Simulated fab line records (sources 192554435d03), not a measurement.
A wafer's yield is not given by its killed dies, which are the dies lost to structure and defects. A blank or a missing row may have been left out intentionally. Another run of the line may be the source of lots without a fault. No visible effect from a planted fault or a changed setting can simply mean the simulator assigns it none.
Matching of chambers || flow n5-finfet || N5_BEOL_M7_ETCH_66 on rie-diel-03: 4 sister chambers
The step etches SOC in N2/H2, target depth 80 nm, overetch 16 nm, time 120 s. 8 wafers are shown with their chamber, then 8 later ones without.

== WAFERS WITH THEIR CHAMBER ==
{"wafer": "L078.3", "chamber": 2, "showerhead-plenum-p-Torr (Torr)": 2.64, "rf-vpp-V (V)": 527.9}
{"wafer": "L078.6", "chamber": 2, "showerhead-plenum-p-Torr (Torr)": 2.64, "rf-vpp-V (V)": 526.4}
{"wafer": "L082.1", "chamber": 0, "showerhead-plenum-p-Torr (Torr)": 2.60, "rf-vpp-V (V)": 526.4}
{"wafer": "L082.4", "chamber": 3, "showerhead-plenum-p-Torr (Torr)": 2.35, "rf-vpp-V (V)": 517.0}
{"wafer": "L085.2", "chamber": 1, "showerhead-plenum-p-Torr (Torr)": 2.63, "rf-vpp-V (V)": 525.9}
{"wafer": "L085.4", "chamber": 1, "showerhead-plenum-p-Torr (Torr)": 2.63, "rf-vpp-V (V)": 525.6}
{"wafer": "L085.6", "chamber": 0, "showerhead-plenum-p-Torr (Torr)": 2.60, "rf-vpp-V (V)": 525.6}
{"wafer": "L090.1", "chamber": 3, "showerhead-plenum-p-Torr (Torr)": 2.34, "rf-vpp-V (V)": 517.5}

== WAFERS MISSING THEIR CHAMBER ==
{"wafer": "L090.3", "showerhead-plenum-p-Torr (Torr)": 2.63, "rf-vpp-V (V)": 525.8}
{"wafer": "L090.6", "showerhead-plenum-p-Torr (Torr)": 2.34, "rf-vpp-V (V)": 519.5}
{"wafer": "L093.1", "showerhead-plenum-p-Torr (Torr)": 2.62, "rf-vpp-V (V)": 527.4}
{"wafer": "L093.4", "showerhead-plenum-p-Torr (Torr)": 2.63, "rf-vpp-V (V)": 525.5}
{"wafer": "L093.5", "showerhead-plenum-p-Torr (Torr)": 2.62, "rf-vpp-V (V)": 525.1}
{"wafer": "L094.2", "showerhead-plenum-p-Torr (Torr)": 2.63, "rf-vpp-V (V)": 527.3}
{"wafer": "L094.3", "showerhead-plenum-p-Torr (Torr)": 2.33, "rf-vpp-V (V)": 518.1}
{"wafer": "L094.4", "showerhead-plenum-p-Torr (Torr)": 2.62, "rf-vpp-V (V)": 526.5}

== CHAMBER TAKEN BY EACH ==
{"wafer": "L090.3", "from the rows above": 1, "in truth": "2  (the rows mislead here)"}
{"wafer": "L090.6", "from the rows above": 3, "in truth": 3}
{"wafer": "L093.1", "from the rows above": "can't be placed: 1 or 2", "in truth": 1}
{"wafer": "L093.4", "from the rows above": 1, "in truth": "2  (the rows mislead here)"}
{"wafer": "L093.5", "from the rows above": 1, "in truth": 1}
{"wafer": "L094.2", "from the rows above": "can't be placed: 1 or 2", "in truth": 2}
{"wafer": "L094.3", "from the rows above": 3, "in truth": 3}
{"wafer": "L094.4", "from the rows above": 1, "in truth": 1}
Placed correctly: 4 of 8. From these rows, 2 cannot be placed; in 2 the true chamber is one of the candidates. 2 placed wrongly.
How it was worked out, from the rows above alone: a wafer's distance from a chamber is the root of the sum, over the readings, of the square of ((its reading less the chamber's mean) divided by the reading's scatter). If the next closest chamber is less than 2 further off than the closest, the wafer can't be placed; otherwise it belongs to the closest. A chamber's mean is the mean of its shown wafers. The scatter: the root of (the sum of the squares of (reading less its chamber's mean) over the shown wafers, divided by (wafers less chambers)).
